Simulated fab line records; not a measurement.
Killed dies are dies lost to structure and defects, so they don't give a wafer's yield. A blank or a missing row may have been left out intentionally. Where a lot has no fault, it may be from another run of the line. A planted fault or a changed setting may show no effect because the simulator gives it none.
Matching of chambers | flow nand-harc | NHARC_P_STI_DESCUM_14 on rie-diel-07: 4 sister chambers
The step chemistry O2, time 3 s. 8 wafers are shown with their chamber, then 7 later ones without.

## WAFERS, EACH WITH ITS CHAMBER
wafer  | chamber | showerhead-plenum-p-Torr (Torr) | drypump-motor-current-A (A)
L080.5 | 1       | 1.82                            | 6.2
L081.1 | 0       | 1.92                            | 5.9
L081.2 | 3       | 1.93                            | 5.4
L085.2 | 2       | 2.02                            | 6.5
L085.3 | 1       | 1.81                            | 6.1
L085.5 | 2       | 2.02                            | 6.5
L085.1 | 3       | 1.93                            | 5.4
L085.4 | 0       | 1.92                            | 5.9

## WAFERS WITH NO CHAMBER GIVEN
wafer  | showerhead-plenum-p-Torr (Torr) | drypump-motor-current-A (A)
L085.6 | 1.93                            | 5.4
L086.1 | 1.81                            | 6.2
L086.2 | 2.02                            | 6.5
L086.6 | 1.92                            | 5.9
L097.2 | 1.92                            | 5.9
L097.3 | 2.02                            | 6.4
L097.6 | 1.92                            | 5.9

## WHICH CHAMBER EACH ONE RAN IN
wafer  | from the rows above | in truth
L085.6 | 3                   | 3
L086.1 | 1                   | 1
L086.2 | 2                   | 2
L086.6 | 0                   | 0
L097.2 | 0                   | 0
L097.3 | 2                   | 2
L097.6 | 0                   | 0
7 of 7 placed correctly. Left unplaced by these rows: 0. Wrongly placed: 0.
How it was worked out, from the rows above alone: a wafer's distance from a chamber is the root of the sum, over the readings, of the square of ((its reading less the chamber's mean) divided by the reading's scatter). The wafer belongs to the nearest chamber; if the next one is less than 2 further off, it can't be placed. The mean given for a chamber averages the wafers shown for that chamber. The scatter is the square root of a quotient: the sum, over the shown wafers, of each reading's squared deviation from its chamber's mean, divided by wafers minus chambers.
